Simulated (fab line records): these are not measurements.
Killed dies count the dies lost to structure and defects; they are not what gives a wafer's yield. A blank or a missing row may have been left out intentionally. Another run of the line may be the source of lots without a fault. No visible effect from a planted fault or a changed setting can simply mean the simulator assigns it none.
Lot-split experiment | flow n5 finfet | 39 wafers read from 7 lots, route of 1938 steps

## THE SPLIT
At N5_SPACER0_ALD_08 (deposits SiNx, target thk 2 nm), the setting target thk a was moved away from the recipe's 20 angstrom on 15 of the 39 wafers read, by -8.1% to +12.1%. For the rest of the wafers, this setting stayed at what the recipe calls for.

## FROM THE SPLIT TO THE READING: what the file shows between them, 3 steps
- N5_SD_EPI_N_COAT_32: time 60 s, resist thk 350 nm
- N5_SD_EPI_N_PRECLEAN_24: cleans in O3/DIW, time 60 s
- N5_SD_EPI_N_SRD_25: time 30 s

## THE READING
SiNx_of_SPACER0_ALD_08.thk nm (the simulator's own value, which no gauge read), in nm, at N5_SD_EPI_N_PRECLEAN_49 (cleans in NF3:NH3, afs cycles 1, time 20 s, sublimation time 60 s). There is no usual value for it anywhere in the file. The 24 wafers here that ran the recipe average 1.0 nm, standard deviation 0.075 nm.

wafer  | tool, chamber at the split | target thk a as run, angstrom | against the recipe | SiNx_of_SPACER0_ALD_08.thk nm, nm | against lot-mates on the recipe
L075.1 | ald sin-03, 0,2,3          | 18.37                         | -8.1%              | 1                                 | -0.2
L075.4 | ald sin-03, 0,2,3          | 18.37                         | -8.1%              | 1                                 | -0.2
L075.6 | ald sin-03, 0,2,3          | 18.37                         | -8.1%              | 1                                 | -0.2
L075.2 | ald sin-03, 3,1,2          | 20                            | recipe             | 1.2                               | -
L075.3 | ald sin-03, 3,1,2          | 20                            | recipe             | 1.2                               | -
L075.5 | ald sin-03, 3,1,2          | 20                            | recipe             | 1.2                               | -
L084.1 | ald sin-03, 3,1,1          | 20                            | recipe             | 1                                 | -
L084.3 | ald sin-03, 3,1,1          | 20                            | recipe             | 1                                 | -
L084.6 | ald sin-03, 3,1,1          | 20                            | recipe             | 1                                 | -
L084.2 | ald sin-03, 2,0,2          | 20.9                          | +4.5%              | 1.2                               | +0.2
L084.4 | ald sin-03, 2,0,2          | 20.9                          | +4.5%              | 1.2                               | +0.2
L084.5 | ald sin-03, 2,0,2          | 20.9                          | +4.5%              | 1.2                               | +0.2
L086.1 | ald sin-03, 0,2,2          | 18.84                         | -5.8%              | 1                                 | +0.0
L086.4 | ald sin-03, 0,2,2          | 18.84                         | -5.8%              | 1                                 | +0.0
L086.6 | ald sin-03, 0,2,2          | 18.84                         | -5.8%              | 1                                 | +0.0
L086.2 | ald sin-03, 1,3,3          | 20                            | recipe             | 1                                 | -
L086.3 | ald sin-03, 1,3,3          | 20                            | recipe             | 1                                 | -
L086.5 | ald sin-03, 1,3,3          | 20                            | recipe             | 1                                 | -
L091.1 | ald sin-04, 1,3,0,2,3,2    | 20                            | recipe             | 1.2                               | -
L091.2 | ald sin-04, 1,3,0,2,3,2    | 20                            | recipe             | 1                                 | -
L091.3 | ald sin-04, 1,3,0,2,3,2    | 20                            | recipe             | 1                                 | -
L091.4 | ald sin-04, 1,3,0,2,3,2    | 20                            | recipe             | 1                                 | -
L091.5 | ald sin-04, 1,3,0,2,3,2    | 20                            | recipe             | 1                                 | -
L091.6 | ald sin-04, 1,3,0,2,3,2    | 20                            | recipe             | 1                                 | -
L092.1 | ald sin-03, 1,3,0          | 21.91                         | +9.5%              | 1.2                               | +0.2
L092.2 | ald sin-03, 1,3,0          | 21.91                         | +9.5%              | 1.2                               | +0.2
L092.4 | ald sin-03, 1,3,0          | 21.91                         | +9.5%              | 1.2                               | +0.2
L092.3 | ald sin-03, 2,2,3          | 20                            | recipe             | 1                                 | -
L092.5 | ald sin-03, 2,2,3          | 20                            | recipe             | 1                                 | -
L092.6 | ald sin-03, 2,2,3          | 20                            | recipe             | 1                                 | -
L095.2 | ald sin-03, 3,0,3          | 20                            | recipe             | 1                                 | -
L095.4 | ald sin-03, 3,0,3          | 20                            | recipe             | 1                                 | -
L095.5 | ald sin-03, 3,0,3          | 20                            | recipe             | 1                                 | -
L097.1 | ald sin-04, 1,3,0          | 22.41                         | +12.1%             | 1.4                               | +0.4
L097.5 | ald sin-04, 1,3,0          | 22.41                         | +12.1%             | 1.4                               | +0.4
L097.6 | ald sin-04, 1,3,0          | 22.41                         | +12.1%             | 1.4                               | +0.4
L097.2 | ald sin-04, 0,3,2          | 20                            | recipe             | 1                                 | -
L097.3 | ald sin-04, 0,3,2          | 20                            | recipe             | 1                                 | -
L097.4 | ald sin-04, 0,3,2          | 20                            | recipe             | 1                                 | -
If several chambers appear in one row, that row covers several wafers at once and the file leaves open which wafer was in which chamber.

THE FIT
A straight line over all 39 wafers: SiNx_of_SPACER0_ALD_08.thk nm changes by +0.0192 nm for each +1% of target thk a; r = +0.79; the points scatter about the line by 0.08 nm.
The same after taking each lot's own level away (the mean of its wafers on the recipe; 39 wafers): +0.0252 nm for each +1%; r = +0.91; scatter 0.06 nm.
On that fit, the largest move of target thk a shifts the reading by 0.3 nm.
The lots' own levels span 1.00 to 1.20 nm, that is 2.7 times the standard deviation above.
So the lot-to-lot level blurs the effect unless lot-mates are compared.
Check: +0.314 nm against its lot-mates is what the line predicts for one of the wafers moved furthest among these (+12.1%) when that wafer is left out of the fit. Against them it came out at +0.4 nm.

## THESE WAFERS: OTHER SPLITS
Before the reading, these wafers also passed through other splits. Each is held against what the fit with the lots' levels taken away leaves over:
other split on the same wafers  | wafers away from the commonest value | r with SiNx_of_SPACER0_ALD_08.thk nm (lot level and that fit taken away)
N5_FIN_CUT_CUT_ETCH_15 bias w   | as run: not given for these wafers   | -
N5_DUMMY_GATE_EXPOSE_12 dose mj | 12                                   | -0.12
N5_DUMMY_GATE_ETCH_37 source w  | 18                                   | +0.16

## THE FILE'S OWN FIT
SiNx_of_SPACER0_ALD_08.thk nm changes by +0.026 nm for each +1% of target thk a, r = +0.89.
